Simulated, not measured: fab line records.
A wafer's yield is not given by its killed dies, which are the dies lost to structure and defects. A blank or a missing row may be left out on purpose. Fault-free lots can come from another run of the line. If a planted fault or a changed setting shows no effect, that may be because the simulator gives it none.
Chamber matching -- flow n5_finfet -- N5_BEOL_M0_ETCH_109 on rie_diel-05 has 4 sister chambers
The step etches SiCN in CH3F/O2, target depth 8 nm, overetch 2.4 nm, time 27.4 s. 14 wafers are shown with their chamber, then 6 later ones without.

== WAFERS WITH THEIR CHAMBER ==
wafer,chamber,showerhead_plenum_p_Torr (Torr),drypump_motor_current_A (A),rf_vpp_V (V)
L357.1,1,1.97,5.4,296.7
L357.2,3,1.99,5.7,296.5
L357.4,2,2.07,5.8,297.6
L356.3,3,1.99,5.7,297.2
L356.4,0,2.10,5.5,300.9
L356.5,3,1.99,5.7,296.9
L358.1,1,1.96,5.4,297.3
L358.4,0,2.10,5.6,299.5
L358.6,0,2.10,5.6,300.1
L363.4,2,2.07,5.8,298.0
L363.5,3,1.98,5.7,296.8
L363.6,0,2.10,5.6,299.3
L366.1,1,1.96,5.4,296.0
L366.3,0,2.09,5.6,299.9

SIGNATURES (averages over the wafers above)
reading,chamber 0,chamber 1,chamber 2,chamber 3,scatter within a chamber
showerhead_plenum_p_Torr,2.0980,1.9633,2.0700,1.9875,0.00471
drypump_motor_current_A,5.580,5.400,5.800,5.700,0.0283
rf_vpp_V,299.940,296.667,297.800,296.850,0.522
Rule: for a wafer and a chamber, the distance is found by dividing, reading by reading, the gap between the wafer's reading and the chamber's mean by the reading's scatter, squaring, summing and taking the root. If the next closest chamber is less than 2 further off than the closest, the wafer can't be placed; otherwise it belongs to the closest. The scatter is the square root of a quotient: the sum, over the shown wafers, of each reading's squared deviation from its chamber's mean, divided by wafers minus chambers.

== WAFERS WITHOUT THEIR CHAMBER ==
wafer,showerhead_plenum_p_Torr (Torr),drypump_motor_current_A (A),rf_vpp_V (V)
L366.5,2.09,5.6,300.0
L367.1,1.98,5.7,297.6
L367.2,2.06,5.8,297.5
L367.3,2.09,5.6,300.3
L368.1,1.98,5.7,296.0
L368.3,1.96,5.4,295.8

== CHAMBER TAKEN BY EACH ==
wafer,from the rows above,in truth
L366.5,0,0
L367.1,3,3
L367.2,2,2
L367.3,0,0
L368.1,3,3
L368.3,1,1
Placed correctly: 6 of 6. From these rows, 0 cannot be placed. 0 placed wrongly.
